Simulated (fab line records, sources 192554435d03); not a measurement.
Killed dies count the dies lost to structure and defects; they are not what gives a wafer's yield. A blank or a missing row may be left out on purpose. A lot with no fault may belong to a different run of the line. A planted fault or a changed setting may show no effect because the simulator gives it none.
Which of the tools did it? ; flow n5_finfet ; 25 wafers from 9 lots sampled at 3 of the route's 1938 steps

## WHAT THE GAUGES SHOWED, per wafer
N5_BEOL_M1_OCD_MEAS_38.
lot;measured;on;trench_depth_nm (nm)
L147;day 6 16:11;ocd-01;54.5 55.4 54.5
L148;day 7 11:16;ocd-02;55.1 54.2 55.7
L151;day 8 06:58;ocd-02;56.3 56.1 55.4
L152;day 8 10:11;ocd-01;53.6 55.9 54.9
L153;day 8 11:56;ocd-02;55.8 55.9 55.4
L154;day 8 19:17;ocd-02;55.6 55.4 55.7
L156;day 9 00:31;ocd-01;55.1 54.2 55.3
L167;day 11 16:38;ocd-02;55.7 29.2
L168;day 12 04:29;ocd-01;56.3 29.1

## TOOL THAT RAN EACH LOT (tool first, then ch and the chambers of the sampled wafers, then the start)
lot;N5_BEOL_M1_STRIP_66;N5_BEOL_M1_TRENCH_ETCH_37
L147;rie_diel-06 ch 0,2,3, day 6 12:46;rie_diel-01 ch 1,2, day 6 16:02
L148;rie_diel-01 ch 1,2,3, day 6 17:10;rie_diel-06 ch 0,1, day 7 11:06
L151;rie_diel-03 ch 0,2,3, day 7 11:37;rie_diel-01 ch 0,2,3, day 8 06:49
L152;rie_diel-01 ch 0,1, day 7 15:32;rie_diel-01 ch 0,1,2, day 8 10:01
L153;rie_diel-03 ch 1,2,3, day 7 18:28;rie_diel-03 ch 0,2,3, day 8 11:46
L154;rie_diel-06 ch 0,2,3, day 8 06:40;rie_diel-03 ch 0,3, day 8 19:07
L156;rie_diel-06 ch 0,1, day 8 16:36;rie_diel-06 ch 0,1, day 9 00:21
L167;rie_diel-06 ch 1,2, day 11 04:57;rie_diel-01 ch 0,1, day 11 16:29
L168;rie_diel-03 ch 2, day 11 16:34;rie_diel-01 ch 1,3, day 12 04:19
- N5_BEOL_M1_STRIP_66: strips in CF4.
- N5_BEOL_M1_TRENCH_ETCH_37: etches SiOC in C4F6/O2, target depth 55.207 nm, time 29 s.

## THE ANSWER, worked out from the rows above alone
Rule: what is usual is taken from the lots themselves. The widest of any qualifying gaps counts: lots, ordered by their means at a reading, are off when they make up no more than a third of the lots, leave a main group of 4 or more, and stand apart from it by 3 or more times the standard deviation of that group's means. The tables above print the reading to a certain number of digits; a main group whose means all agree to those digits is not used. A lot without any number at a reading at which 4 lots or more have one is off too. Where the step has rows for the other lots, those lots are counted as sound.
Off at N5_BEOL_M1_OCD_MEAS_38 (trench_depth_nm): L167, L168. The main group has a mean of 55.2 nm with a standard deviation of 0.44.
If a tool, at a process step before that reading, ran all the lots that are off and no sound lot after the first of them, it fits. Those tools and the gauges at N5_BEOL_M1_OCD_MEAS_38 are tried in the same way. One fits: N5_BEOL_M1_TRENCH_ETCH_37 on rie_diel-01. Its last sound lot is L152 (day 8 10:01), its first lot that is off L167 (day 11 16:29): a fault that began between those two fits.

## WHAT HAD BEEN PUT IN BY THE SIMULATOR
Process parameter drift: rie_diel-01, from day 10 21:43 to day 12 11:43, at N5_BEOL_M1_TRENCH_ETCH_37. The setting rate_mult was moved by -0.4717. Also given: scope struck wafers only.
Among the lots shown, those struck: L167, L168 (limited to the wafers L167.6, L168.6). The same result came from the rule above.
